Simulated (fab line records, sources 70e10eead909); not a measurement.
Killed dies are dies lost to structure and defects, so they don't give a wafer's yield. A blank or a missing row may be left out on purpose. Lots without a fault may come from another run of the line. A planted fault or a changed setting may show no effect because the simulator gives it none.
Chamber matching | flow nand_harc | NHARC_A_SLIT_ETCH_24 on rie_diel-12: 4 sister chambers
The step etches the open film in CF4/CHF3, target depth 121 nm, time 60.5 s. 14 wafers are shown with their chamber, then 7 later ones without.

WAFERS WITH THEIR CHAMBER
wafer  | chamber | drypump_motor_current_A (A) | rf_vpp_V (V) | chf3_flow_sccm (sccm)
L309.2 | 1       | 6.5                         | 373.5        | 29.98
L309.4 | 3       | 6.2                         | 370.4        | 30.18
L309.6 | 3       | 6.2                         | 370.5        | 30.03
L310.4 | 3       | 6.2                         | 370.2        | 29.98
L310.5 | 0       | 6.0                         | 373.4        | 29.96
L310.6 | 3       | 6.2                         | 368.9        | 30.02
L315.1 | 3       | 6.2                         | 369.7        | 30.03
L315.2 | 2       | 5.0                         | 369.0        | 29.97
L315.3 | 1       | 6.5                         | 372.4        | 30.00
L325.2 | 1       | 6.5                         | 374.0        | 30.10
L325.3 | 0       | 6.0                         | 373.1        | 29.90
L325.6 | 2       | 4.9                         | 370.2        | 29.97
L326.2 | 3       | 6.2                         | 370.5        | 30.06
L326.3 | 0       | 6.0                         | 372.1        | 30.01

SIGNATURES (means of the wafers above)
reading                 | chamber 0 | chamber 1 | chamber 2 | chamber 3 | scatter within a chamber
drypump_motor_current_A | 6.000     | 6.500     | 4.950     | 6.200     | 0.0224
rf_vpp_V                | 372.867   | 373.300   | 369.600   | 370.033   | 0.706
chf3_flow_sccm          | 29.9567   | 30.0267   | 29.9700   | 30.0500   | 0.0616
Rule: a wafer's distance from a chamber is the root of the sum, over the readings, of the square of ((its reading less the chamber's mean) divided by the reading's scatter). The wafer belongs to the nearest chamber; if the next one is less than 2 further off, it can't be placed. The scatter: the root of (the sum of the squares of (reading less its chamber's mean) over the shown wafers, divided by (wafers less chambers)).

WAFERS WITHOUT THEIR CHAMBER
wafer  | drypump_motor_current_A (A) | rf_vpp_V (V) | chf3_flow_sccm (sccm)
L326.5 | 6.5                         | 373.9        | 29.97
L327.3 | 5.9                         | 373.6        | 29.93
L327.5 | 5.0                         | 369.9        | 29.89
L327.6 | 6.5                         | 372.8        | 30.06
L328.2 | 6.5                         | 372.7        | 29.94
L328.4 | 5.0                         | 369.9        | 29.89
L328.5 | 5.0                         | 369.9        | 30.01

WHICH CHAMBER EACH WENT THROUGH
wafer  | from the rows above | in truth
L326.5 | 1                   | 1
L327.3 | 0                   | 0
L327.5 | 2                   | 2
L327.6 | 1                   | 1
L328.2 | 1                   | 1
L328.4 | 2                   | 2
L328.5 | 2                   | 2
Placed correctly: 7 of 7. Can't be placed from these rows: 0. Placed wrongly: 0.
